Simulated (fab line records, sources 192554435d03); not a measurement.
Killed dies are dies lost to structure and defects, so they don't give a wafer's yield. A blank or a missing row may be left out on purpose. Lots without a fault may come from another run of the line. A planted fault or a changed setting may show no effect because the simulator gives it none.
A struck lot beside a sound one | flow n5_finfet | 13 steps out of a route of 1938
Sound: wafers L810.1, L810.2, L810.6. Struck: wafer L820.4. (L820.3, L820.6 of the same lot were not struck and are left out.) The cause comes at the end.
At each step with rows: each side's tool, then ch and its chambers, then its first start. Under that, the readings that differ: sound wafers | struck wafers | difference of the means | sigmas: that difference in standard deviations of wafers without a fault.
alike: readings whose means differ by less than 2 such deviations, and words and numbers that are the same on both sides. not compared: withheld readings, readings that some wafer has no value for, bounds like >300 that may hide the same value, and numbers for which the record gives no deviation and whose values overlap.
The two part at a step that has a row with sigmas, a row that says differs or no value, or rows on one side only. Numbers that don't overlap but have no deviation are shown without sigmas and don't part them. A reading that every wafer of one side lacks parts them only if that side has two wafers or more.

N5_BEOL_M15_DESCUM_33: chemistry O2, time 7.9 s.
  sound on rie_diel-05 ch 0,2,3, day 12 21:47; struck on rie_diel-01 ch 2, day 16 08:29
  alike: drypump_motor_current_A, oes_product_au, rf_fwd_power_W, rf_vpp_V, showerhead_plenum_p_Torr, throttle_valve_pct
  not compared: rf_hours_counter_h
then, 2 steps without rows for these wafers: N5_BEOL_M15_ETCH_61 (etches BARC in N2/H2, target depth 89 nm, overetch 26.7 nm, time 67.9 s); N5_BEOL_M15_TRENCH_ETCH_34 (etches SiO2 in C4F8/O2/Ar, target depth 872.93 nm, time 199 s).
N5_BEOL_M15_STRIP_36: strips in O2.
  sound on rie_diel-01 ch 0,1, day 13 04:44; struck on rie_diel-06 ch 1, day 16 10:25
  alike: drypump_motor_current_A, oes_product_au, rf_vpp_V, showerhead_plenum_p_Torr, throttle_valve_pct
  not compared: rf_hours_counter_h
N5_BEOL_M15_STRIP_62: strips in O2.
  sound on rie_diel-01 ch 0,1; struck on rie_diel-06 ch 1
  alike: drypump_motor_current_A, oes_product_au, rf_vpp_V, showerhead_plenum_p_Torr, throttle_valve_pct
  not compared: rf_hours_counter_h
N5_BEOL_M15_STRIP_37: strips in O2.
  sound on rie_diel-01 ch 0,1; struck on rie_diel-06 ch 1
  alike: drypump_motor_current_A, oes_product_au, rf_vpp_V, showerhead_plenum_p_Torr, throttle_valve_pct
  not compared: rf_hours_counter_h
N5_BEOL_M15_ETCH_38: etches SiCN in CF4/N2, target depth 106.4 nm, time 120.5 s.
  sound on rie_diel-01 ch 0,1; struck on rie_diel-06 ch 1
  reading            | sound             | struck | difference | sigmas
  rf_fwd_power_W (W) | 429.2 427.9 427.6 | 425.4  | -2.8       | -2
  alike: drypump_motor_current_A, n2_flow_sccm, oes_product_au, rf_vpp_V, showerhead_plenum_p_Torr, throttle_valve_pct
  not compared: rf_hours_counter_h
then, 4 steps without rows for these wafers: N5_BEOL_M15_PRECLEAN_39 (cleans in residue remover, time 60 s); N5_BEOL_M15_SRD_40 (time 30 s, dry time 30 s); N5_BEOL_M15_DEGAS_41 (time 60 s); N5_BEOL_M15_PRE_CLEAN_42 (time 30 s).
N5_BEOL_M15_SPUTTER_43: material TaN, target thk 15 nm, time 24.19 s.
  sound on pvd_sputter-02, day 13 05:52; struck on pvd_sputter-03, day 16 11:17
  reading                                      | sound          | struck | difference | sigmas
  model.TaN_of_BEOL_M15_SPUTTER_43.thk_nm (nm) | 15.2 15.2 15.2 | 16.2   | +1.0       |
  alike: susceptor_temp_C, throttle_valve_pct
then, 1 step without rows for these wafers: N5_BEOL_M15_SPUTTER_44 (material Ta, target thk 15 nm, time 24.19 s).

WHERE THEY PART
Only at N5_BEOL_M15_ETCH_38, within this record. Later steps at which nothing parts them and some readings are alike: N5_BEOL_M15_SPUTTER_43.

WHY: what the simulator had put in
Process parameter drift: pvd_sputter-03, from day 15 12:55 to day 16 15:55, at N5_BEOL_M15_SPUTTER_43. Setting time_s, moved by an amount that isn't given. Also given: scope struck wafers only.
